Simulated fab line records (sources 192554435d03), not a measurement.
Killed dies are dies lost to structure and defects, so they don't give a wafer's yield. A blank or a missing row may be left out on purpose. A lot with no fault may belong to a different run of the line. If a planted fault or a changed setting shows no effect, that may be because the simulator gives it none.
Which tool did it? + flow n5Finfet + 12 lots, 36 wafers sampled, at 3 steps of a route of 1938

## WHAT EACH GAUGE READ, for each wafer
N5_BEOL_M0_CUTY_CD_MEAS_57: target cd 200 nm.
| lot  | measured     | on       | cdNm (nm)         |
|------|--------------|----------|-------------------|
| L075 | day 7 11:22  | cdSem-02 | 199.3 202.5 200.2 |
| L078 | day 7 11:45  | cdSem-03 | 200.9 201.3 201.2 |
| L080 | day 7 12:11  | cdSem-02 | 198.7 198.3 199.1 |
| L082 | day 7 14:56  | cdSem-02 | 201.5 200.1 200.6 |
| L083 | day 8 03:38  | cdSem-02 | 200.2 198.8 199.8 |
| L085 | day 8 17:16  | cdSem-01 | 200.1 201.5 200.3 |
| L087 | day 9 01:47  | cdSem-03 | 198.7 199.8 199.2 |
| L089 | day 9 18:08  | cdSem-01 | 199.8 199.4 199.6 |
| L091 | day 10 01:59 | cdSem-01 | 198.6 198.5 199.2 |
| L093 | day 10 14:07 | cdSem-02 | 199.4 199.6 200.3 |
| L095 | day 11 02:11 | cdSem-03 | 199.2 200.2 200.4 |
| L097 | day 11 12:38 | cdSem-01 | 199.0 199.5 199.7 |

## TOOL THAT RAN EACH LOT (tool first, then ch and the chambers of the sampled wafers, then the start)
| lot  | N5_BEOL_M0_SAQP_CUT_ETCH_46       | N5_BEOL_M0_SAQP_ALD_48           |
|------|-----------------------------------|----------------------------------|
| L075 | rieDiel-05 ch 0,1,2, day 7 09:48  | aldSin-04 ch 0,2, day 7 10:08    |
| L078 | rieDiel-02 ch 1,3, day 7 10:08    | aldSin-04 ch 0,1,3, day 7 10:39  |
| L080 | rieDiel-05 ch 0,2, day 7 10:36    | aldSin-04 ch 0,1, day 7 11:09    |
| L082 | rieDiel-05 ch 0,1,2, day 7 13:43  | aldSin-02 ch 0,1,2, day 7 13:55  |
| L083 | rieDiel-05 ch 0,2,3, day 8 02:25  | aldSin-02 ch 2,3, day 8 02:37    |
| L085 | rieDiel-05 ch 0,1,3, day 8 15:56  | aldSin-02 ch 1,3, day 8 16:10    |
| L087 | rieDiel-04 ch 0,1,2, day 9 00:28  | aldSin-01 ch 0,2,3, day 9 00:53  |
| L089 | rieDiel-04 ch 1,2,3, day 9 16:55  | aldSin-01 ch 1,2, day 9 17:07    |
| L091 | rieDiel-05 ch 0,1,3, day 10 00:47 | aldSin-04 ch 0,2,3, day 10 00:59 |
| L093 | rieDiel-04 ch 0,2,3, day 10 12:38 | aldSin-01 ch 0,3, day 10 12:59   |
| L095 | rieDiel-04 ch 0,1,3, day 11 00:49 | aldSin-04 ch 0,3, day 11 00:56   |
| L097 | rieDiel-02 ch 0,2,3, day 11 11:32 | aldSin-02 ch 0,1,3, day 11 11:44 |
- N5_BEOL_M0_SAQP_CUT_ETCH_46: etches SOC in N2/H2, target depth 135 nm, overetch 27 nm, time 202.5 s.
- N5_BEOL_M0_SAQP_ALD_48: deposits SiO2, target thk 20 nm, pulse time 1 s, co reactant pulse time 1 s.

## THE ANSWER, worked out from the rows above alone
Rule: the usual values come from the lots themselves. Put in order of their means at a reading, lots are off if they are a third of the lots or fewer, leave a main group of 4 or more, and stand apart from it by a gap of 3 or more times the standard deviation of the main group's means; of several such gaps the widest counts. The tables above print the reading to a certain number of digits; a main group whose means all agree to those digits is not used. Also off: a lot with no number at a reading for which 4 or more lots have one. Where the step has rows for the other lots, those lots are counted as sound.
No lot is off at any reading shown: from this, nothing can be told.

## WHAT WAS PUT IN BY THE SIMULATOR
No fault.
